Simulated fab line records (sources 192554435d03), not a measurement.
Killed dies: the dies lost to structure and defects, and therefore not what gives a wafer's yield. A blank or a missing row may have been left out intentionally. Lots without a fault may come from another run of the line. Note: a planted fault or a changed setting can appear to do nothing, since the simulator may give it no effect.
A struck lot beside a sound one / flow n5Finfet / 19 steps out of a route of 1938
Sound: these wafers, L208.1, L208.2, L208.5. Wafers struck: L216.2, L216.4, L216.5. The cause is named last.
For every step that has rows: the tool of each side, followed by ch and its chambers, followed by its first start. Under that, the readings that differ: sound wafers / struck wafers / difference of the means / sigmas: that difference in standard deviations of wafers without a fault.
alike: a reading whose means differ by less than 2 such deviations, as well as words and numbers matching on both sides. not compared: withheld readings; readings where some wafer has no value; bounds like >300 that might hide an equal value; numbers whose values overlap and for which the record gives no deviation.
The two part at a step that has a row with sigmas, a row that says differs or no value, or rows on one side only. Numbers that don't overlap but have no deviation are shown without sigmas and don't part them. A reading that every wafer of one side lacks parts them only if that side has two wafers or more.

N5_BEOL_M10_STRIP_77: strips in N2/H2, time 10 s.
  sound on rieDiel-02 ch 0,1,3; struck on rieDiel-01 ch 2,3
  alike: drypumpMotorCurrentA, h2FlowSccm, oesProductAu, rfVppV, showerheadPlenumPTorr, throttleValvePct
  not compared: rfHoursCounterH
N5_BEOL_M10_OCD_MEAS_38:
  struck on ocd-02, day 12 18:12; sound on ocd-02, day 11 07:58
  alike: trenchDepthNm
then, 4 steps without rows for these wafers: N5_BEOL_M10_HM_STRIP_39 (strips TiN in peroxide tin strip, target depth 25 nm, time 158 s); N5_BEOL_M10_SRD_40 (time 30 s); N5_BEOL_M10_PRECLEAN_42 (cleans in residue remover, time 60 s); N5_BEOL_M10_SRD_43 (time 30 s).
N5_BEOL_M10_CD_MEAS_35: target cd 70 nm.
  struck on cdSem-02, day 12 18:21; sound on cdSem-03, day 11 08:07
  alike: cdNm
N5_BEOL_M10_CURE_72: cures SiCOH lowk, time 120 s.
  sound on uvCure-02 ch 0, day 11 08:09; struck on uvCure-02 ch 0, day 12 18:35
  alike: lampPowerPct, wafer_temp_C_max
then, 2 steps without rows for these wafers: N5_BEOL_M10_DEGAS_44 (time 60 s); N5_BEOL_M10_PRE_CLEAN_45 (time 30 s).
N5_BEOL_M10_ALD_74: deposits TaN, target thk 2 nm, pulse time 2 s, purge time 3 s.
  sound on aldMetal-04 ch 1,3, day 11 08:58; struck on aldMetal-01 ch 0,3, day 12 18:58
  alike: heaterPowerW, precursorVesselPressureTorr
N5_BEOL_M10_SURFACE_TREAT_76:
  struck on pvdSputter-02, day 12 19:20; sound on pvdSputter-03, day 11 09:45
  not compared: throttleValvePct
N5_BEOL_M10_CVD_75: deposits Co from CCTBA/H2, target thk 2 nm, time 138.9 s.
  sound on cvdCo-02 ch 1,2, day 11 09:52; struck on cvdCo-02 ch 0,1,2, day 12 19:44
then, 2 steps without rows for these wafers: N5_BEOL_M10_SPUTTER_48 (material Cu, target thk 12 nm, time 2 s); N5_BEOL_M10_ECD_50 (material Cu, target thk 318 nm).
N5_BEOL_M10_ANNEAL_51: time 90 s.
  sound on rtpAnneal-01 ch 0, day 11 10:20; struck on rtpAnneal-02 ch 0, day 12 20:08
reading=wafer_temp_C_max; sound=226.31 226.29 226.16; struck=225.75 225.50 225.85; difference=-0.55; sigmas=-2
N5_BEOL_M10_CMP_52: polishes, stops on SiCOH lowk, t overpolish 7 s, target thk 140 nm.
  sound on cmp-02 ch 2,3, day 11 10:38; struck on cmp-01 ch 2,3, day 12 20:25
reading=barrierFieldEndpointS (s); sound=28.4 28.0 29.0; struck=31.3 32.2 31.8; difference=+3.3; sigmas=+5
  alike: clearingPlatenRpm, edgeZonePressureFrac, motorCurrentA, overpolishRunS, timeToEndpointS
N5_BEOL_M10_THK_MEAS_53: measures by xrf.
  struck on filmMetro-02, day 12 20:41; sound on filmMetro-02, day 11 10:55
  alike: M10_THK
N5_PASSIVATION_PROBE_49:
  the record has rows for the struck wafers here (prober-02, day 14 17:09) and none for the sound ones

== WHERE THEY PART ==
First at N5_BEOL_M10_ANNEAL_51; last, within this record, at N5_PASSIVATION_PROBE_49.

WHY: what had been put in by the simulator
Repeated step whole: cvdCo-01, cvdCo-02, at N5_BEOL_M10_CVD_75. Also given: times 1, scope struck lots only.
